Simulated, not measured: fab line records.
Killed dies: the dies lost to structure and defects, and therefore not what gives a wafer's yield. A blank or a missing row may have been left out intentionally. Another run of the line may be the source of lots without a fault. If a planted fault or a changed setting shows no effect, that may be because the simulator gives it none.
Which tool is to blame? ; flow n5_finfet ; 27 wafers from 9 lots sampled at 6 of the route's 1938 steps

== WHAT EACH GAUGE READ, for each wafer ==
N5_DUMMY_GATE_INSPECT_27: inspects for defects (brightfield). Usual: 284 for raw_defect_count, sd 67.
lot;measured;on;raw_defect_count;flag
L806;day 4 16:20;defect_inspect-02;442 317 295;
L807;day 4 22:49;defect_inspect-01;277 267 274;
L808;day 5 00:12;defect_inspect-01;247 316 332;
L809;day 5 06:52;defect_inspect-01;243 188 157;
L810;day 5 15:23;defect_inspect-02;272 256 289;
L811;day 5 19:49;defect_inspect-01;340 382 466;
L813;day 6 11:29;defect_inspect-01;333 276 278;
L815;day 6 21:13;defect_inspect-02;285 255 219;
L818;day 7 12:13;defect_inspect-01;245 317 218;

N5_SD_EPI_N_CD_MEAS_09: the cd target is 120 nm. Usual: 120.0 nm for cd_nm, sd 1.2.
lot;measured;on;cd_nm (nm);flag
L806;day 4 17:20;cd_sem-02;117.5 118.6 119.1;
L807;day 5 01:05;cd_sem-01;119.4 118.3 118.9;
L808;day 5 01:08;cd_sem-03;120.8 121.2 119.6;
L809;day 5 07:52;cd_sem-02;119.9 119.4 121.3;
L810;day 5 16:16;cd_sem-01;120.9 122.0 122.3;
L811;day 5 21:01;cd_sem-02;119.7 121.6 121.4;
L813;day 6 12:22;cd_sem-01;120.4 120.6 120.6;
L815;day 6 22:13;cd_sem-03;109.8 110.2 108.5;OFF
L818;day 7 13:14;cd_sem-02;110.1 110.0 109.3;OFF

N5_BEOL_M4_RC_MEAS_101. Usual: DIBL_N 36.4 mV/V, standard deviation 2.7; DIBL_P 36 mV/V, standard deviation 3.2; IOFF_N 0.16 nA/um, standard deviation 0.046; IOFF_P 0.21 nA/um, standard deviation 0.055; ION_N 677 uA/um, standard deviation 15; ION_P 464 uA/um, standard deviation 11; SS_N 71.5 mV/dec, standard deviation 0.79; SS_P 73.3 mV/dec, standard deviation 0.93; VT_N 250 mV, standard deviation 4.1; VT_P -251 mV, standard deviation 4.4.
lot;measured;on;DIBL_N (mV/V);DIBL_P (mV/V);IOFF_N (nA/um);IOFF_P (nA/um);ION_N (uA/um);ION_P (uA/um);SS_N (mV/dec);SS_P (mV/dec);VT_N (mV);VT_P (mV);flag
L806;day 10 10:13;prober-02;31.4 31.9 34.2;30 31 34;0.10 0.11 0.12;0.14 0.14 0.17;677 659 652;464 458 451;70.5 70.4 71.1;72.7 72.8 73.1;257 256 257;-254 -254 -257;
L807;day 10 16:34;prober-01;32.3 36.5 33.2;32 38 33;0.10 0.17 0.11;0.15 0.23 0.16;669 687 665;465 472 458;70.9 71.7 70.6;71.4 72.6 71.4;255 248 251;-253 -250 -252;
L808;day 10 14:48;prober-02;38.0 36.2 37.5;36 36 36;0.17 0.13 0.17;0.23 0.22 0.21;672 671 683;461 461 460;72.2 71.8 72.0;73.8 72.7 73.7;249 255 249;-250 -250 -252;
L809;day 10 19:54;prober-01;37.4 38.3 39.2;37 37 40;0.14 0.16 0.18;0.21 0.23 0.28;667 686 690;468 472 473;71.6 71.9 71.7;73.1 73.2 74.1;254 251 247;-250 -249 -247;
L810;day 10 22:13;prober-02;36.4 37.7 36.7;37 38 36;0.16 0.19 0.15;0.22 0.23 0.19;677 709 672;468 480 457;71.0 71.3 71.5;74.2 73.8 73.1;247 243 251;-248 -249 -252;
L811;day 11 11:20;prober-01;36.4 35.7 35.9;37 35 37;0.17 0.15 0.18;0.26 0.22 0.26;683 678 695;470 470 484;71.5 71.1 71.2;73.6 72.9 72.8;248 249 246;-245 -248 -249;
L813;day 11 23:30;prober-01;34.6 39.2 42.8;35 41 45;0.13 0.20 0.29;0.16 0.24 0.35;667 671 698;461 459 474;71.4 72.4 73.4;72.8 74.0 75.4;254 251 245;-254 -249 -246;
L815;day 12 11:10;prober-01;34.2 35.1 39.3;34 34 39;0.13 0.13 0.24;0.17 0.17 0.25;651 663 680;447 452 458;71.6 70.4 72.6;73.1 72.6 73.8;251 252 247;-252 -252 -247;
L818;day 12 22:44;prober-02;34.7 37.8 34.3;35 41 36;0.13 0.18 0.12;0.14 0.22 0.16;667 671 658;445 450 445;71.0 72.3 71.2;72.4 73.9 72.7;255 251 254;-255 -253 -258;

== WHICH TOOL RAN EACH LOT (tool, then ch and the chambers of the sampled wafers, then the start) ==
lot;N5_DUMMY_GATE_STRIP_40;N5_DUMMY_GATE_ETCH_31;N5_SD_EPI_N_PEB_07
L806;rie_diel-03 ch 0,1,3, day 4 15:17;rie_diel-02 ch 0,2,3, day 4 15:23;litho_track-01 ch 0, day 4 17:16
L807;rie_diel-03 ch 1,2, day 4 22:00;rie_diel-02 ch 1,2,3, day 4 22:06;litho_track-01 ch 0, day 5 01:01
L808;rie_diel-02 ch 0,2,3, day 4 23:22;rie_diel-02 ch 0,1,2, day 4 23:28;litho_track-04 ch 0, day 5 01:04
L809;rie_diel-03 ch 2,3, day 5 05:54;rie_diel-05 ch 0,1,2, day 5 06:02;litho_track-04 ch 0, day 5 07:48
L810;rie_diel-03 ch 1,2,3, day 5 14:21;rie_diel-05 ch 0,1,2, day 5 14:26;litho_track-04 ch 0, day 5 16:11
L811;rie_diel-02 ch 2,3, day 5 18:59;rie_diel-05 ch 0,2,3, day 5 19:05;litho_track-04 ch 0, day 5 20:57
L813;rie_diel-05 ch 2, day 6 10:37;rie_diel-02 ch 0,2,3, day 6 10:46;litho_track-03 ch 0, day 6 12:18
L815;rie_diel-03 ch 1,2,3, day 6 20:23;rie_diel-03 ch 1,2,3, day 6 20:29;litho_track-04 ch 0, day 6 22:09
L818;rie_diel-02 ch 0,2,3, day 7 11:24;rie_diel-03 ch 0,1,3, day 7 11:29;litho_track-04 ch 0, day 7 13:10
- N5_DUMMY_GATE_STRIP_40: strips in CF4.
- N5_DUMMY_GATE_ETCH_31: etches SiO2 in C4F6/O2, target depth 82.5 nm, time 27.5 s.
- N5_SD_EPI_N_PEB_07: peb time 60 s.

== AS READ BY THE TOOLS THEMSELVES (means over the sampled wafers that have a number; for cases with no such wafer, the mark the record gives instead) ==
N5_DUMMY_GATE_STRIP_40. Usual: drypump_motor_current_A 5.7 A, standard deviation 0.55; oes_product_au 0.74 a.u., standard deviation 0.059; rf_vpp_V 271.5 V, standard deviation 1.4; showerhead_plenum_p_Torr 1.81 Torr, standard deviation 0.048; throttle_valve_pct 13.66 %, standard deviation 0.25.
lot;tool;drypump_motor_current_A (A);oes_product_au (a.u.);rf_vpp_V (V);showerhead_plenum_p_Torr (Torr);throttle_valve_pct (%);flag
L806;rie_diel-03;5.4;0.73;271.4;1.81;13.80;
L807;rie_diel-03;5.5;0.72;271.5;1.82;13.90;
L808;rie_diel-02;5.8;0.71;271.1;1.80;13.60;
L809;rie_diel-03;5.6;0.71;272.1;1.83;13.79;
L810;rie_diel-03;5.4;0.72;272.1;1.83;13.77;
L811;rie_diel-02;6.0;0.70;270.0;1.75;13.56;
L813;rie_diel-05;6.6;0.76;271.4;1.79;13.49;
L815;rie_diel-03;5.3;0.72;272.0;1.82;13.80;
L818;rie_diel-02;5.8;0.70;270.0;1.80;13.65;

N5_DUMMY_GATE_ETCH_31. Usual: C4F6_flow_sccm 9.997 sccm, standard deviation 0.029; drypump_motor_current_A 5.8 A, standard deviation 0.55; oes_product_au 0.77 a.u., standard deviation 0.084; rf_vpp_V 673 V, standard deviation 9; showerhead_plenum_p_Torr 2.89 Torr, standard deviation 0.077; throttle_valve_pct 21.26 %, standard deviation 0.27.
lot;tool;C4F6_flow_sccm (sccm);drypump_motor_current_A (A);oes_product_au (a.u.);rf_vpp_V (V);showerhead_plenum_p_Torr (Torr);throttle_valve_pct (%);flag
L806;rie_diel-02;9.990;5.8;0.71;667;2.88;21.13;
L807;rie_diel-02;9.989;6.1;0.75;668;2.86;21.01;
L808;rie_diel-02;10.018;5.8;0.76;668;2.86;21.02;
L809;rie_diel-05;9.992;6.2;0.75;681;2.85;21.12;
L810;rie_diel-05;9.999;6.2;0.75;680;2.85;21.11;
L811;rie_diel-05;10.000;6.4;0.75;674;2.86;21.17;
L813;rie_diel-02;9.984;5.8;0.70;666;2.87;21.16;
L815;rie_diel-03;10.017;5.3;0.72;673;2.94;21.58;
L818;rie_diel-03;9.984;5.3;0.84;672;2.89;21.44;

N5_SD_EPI_N_PEB_07. Usual: heater_power_total_W 175.5 W, standard deviation 1.6; plate_temp_C 110.01 C, standard deviation 0.12.
lot;tool;heater_power_total_W (W);plate_temp_C (C);flag
L806;litho_track-01;175.6;110.05;
L807;litho_track-01;175.2;109.99;
L808;litho_track-04;177.2;109.93;
L809;litho_track-04;175.5;110.07;
L810;litho_track-04;175.9;110.03;
L811;litho_track-04;173.8;110.06;
L813;litho_track-03;175.7;110.05;
L815;litho_track-04;167.9;106.37;OFF
L818;litho_track-04;168.2;106.39;OFF

== THE ANSWER, worked out from the rows above alone ==
Rule: a lot counts as off when the mean over its wafers that have a number is more than 3 standard deviations away from the usual mean. Also off: a lot with no number at a reading for which 4 or more lots have one. Any other lot the step has rows for is counted as sound. Order of review: gauges by route order, followed by the tools' own readings, for which a lot's mean as printed above is used. At the first step where some lot is off, the reading lying furthest off is the one used; lots without a number count as furthest.
Off: L815, L818 (N5_SD_EPI_N_CD_MEAS_09, cd_nm).
If a tool, at a process step before that reading, ran all the lots that are off and no sound lot after the first of them, it fits. Not tried: the gauges at N5_SD_EPI_N_CD_MEAS_09; whatever is off there is also off at N5_SD_EPI_N_PEB_07, on other tools, and gauge error can't account for it. 2 tools fit, rie_diel-03 at N5_DUMMY_GATE_ETCH_31 and litho_track-04 at N5_SD_EPI_N_PEB_07, so this cannot tell which one it is.

== WHAT THE SIMULATOR HAD INSERTED ==
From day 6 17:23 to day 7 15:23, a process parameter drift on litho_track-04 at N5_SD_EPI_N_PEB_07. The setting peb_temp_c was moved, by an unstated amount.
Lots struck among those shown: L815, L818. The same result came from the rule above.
